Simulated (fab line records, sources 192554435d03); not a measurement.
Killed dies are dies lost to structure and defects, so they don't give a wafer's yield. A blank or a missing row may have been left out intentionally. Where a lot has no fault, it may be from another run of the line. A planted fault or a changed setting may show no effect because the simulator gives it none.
Matching of chambers ; flow n5Finfet ; rieDiel-02 running N5_BEOL_M6_DESCUM_16: 4 sister chambers
The step chemistry O2, time 7.9 s. 22 wafers are shown with their chamber, then 11 later ones without.

WAFERS PAIRED WITH THEIR CHAMBERS
wafer;chamber;drypumpMotorCurrentA (A);showerheadPlenumPTorr (Torr);throttleValvePct (%)
L074.2;0;6.3;2.13;20.81
L074.3;3;5.7;2.08;20.34
L074.5;0;6.3;2.13;20.82
L075.3;2;5.2;2.22;20.45
L075.4;2;5.2;2.22;20.46
L075.6;0;6.4;2.13;20.82
L078.2;1;5.5;2.06;20.50
L078.3;0;6.4;2.12;20.85
L078.6;1;5.5;2.06;20.51
L083.1;0;6.3;2.12;20.85
L083.2;1;5.5;2.06;20.50
L083.5;0;6.3;2.12;20.84
L080.1;0;6.3;2.12;20.86
L080.3;3;5.7;2.07;20.37
L080.4;2;5.2;2.21;20.47
L093.1;0;6.3;2.11;20.90
L093.3;1;5.4;2.05;20.55
L093.5;2;5.3;2.20;20.52
L092.3;1;5.5;2.05;20.55
L092.4;2;5.2;2.20;20.52
L092.5;0;6.3;2.11;20.90
L094.1;1;5.5;2.05;20.54

SIGNATURES (means of the wafers above)
reading;chamber 0;chamber 1;chamber 2;chamber 3;scatter within a chamber
drypumpMotorCurrentA;6.322;5.483;5.220;5.700;0.0421
showerheadPlenumPTorr;2.1211;2.0550;2.2100;2.0750;0.00778
throttleValvePct;20.8500;20.5250;20.4840;20.3550;0.0303
Rule: for a wafer and a chamber, the distance is found by dividing, reading by reading, the gap between the wafer's reading and the chamber's mean by the reading's scatter, squaring, summing and taking the root. The wafer belongs to the nearest chamber; if the next one is less than 2 further off, it can't be placed. The scatter: the root of (the sum of the squares of (reading less its chamber's mean) over the shown wafers, divided by (wafers less chambers)).

WAFERS WITHOUT THEIR CHAMBER
wafer;drypumpMotorCurrentA (A);showerheadPlenumPTorr (Torr);throttleValvePct (%)
L094.2;5.2;2.20;20.53
L094.3;6.3;2.11;20.89
L094.4;5.4;2.05;20.55
L094.5;5.2;2.20;20.52
L094.6;6.3;2.11;20.89
L095.1;5.4;2.05;20.56
L095.5;5.2;2.20;20.53
L095.6;6.3;2.11;20.90
L096.3;5.5;2.05;20.58
L096.5;5.7;2.06;20.42
L096.6;6.3;2.11;20.93

WHICH CHAMBER EACH WENT THROUGH
wafer;from the rows above;in truth
L094.2;2;2
L094.3;0;0
L094.4;1;1
L094.5;2;2
L094.6;0;0
L095.1;1;1
L095.5;2;2
L095.6;0;0
L096.3;1;1
L096.5;3;3
L096.6;0;0
Correct placement for 11 of the 11. From these rows, 0 cannot be placed. Number placed wrongly: 0.
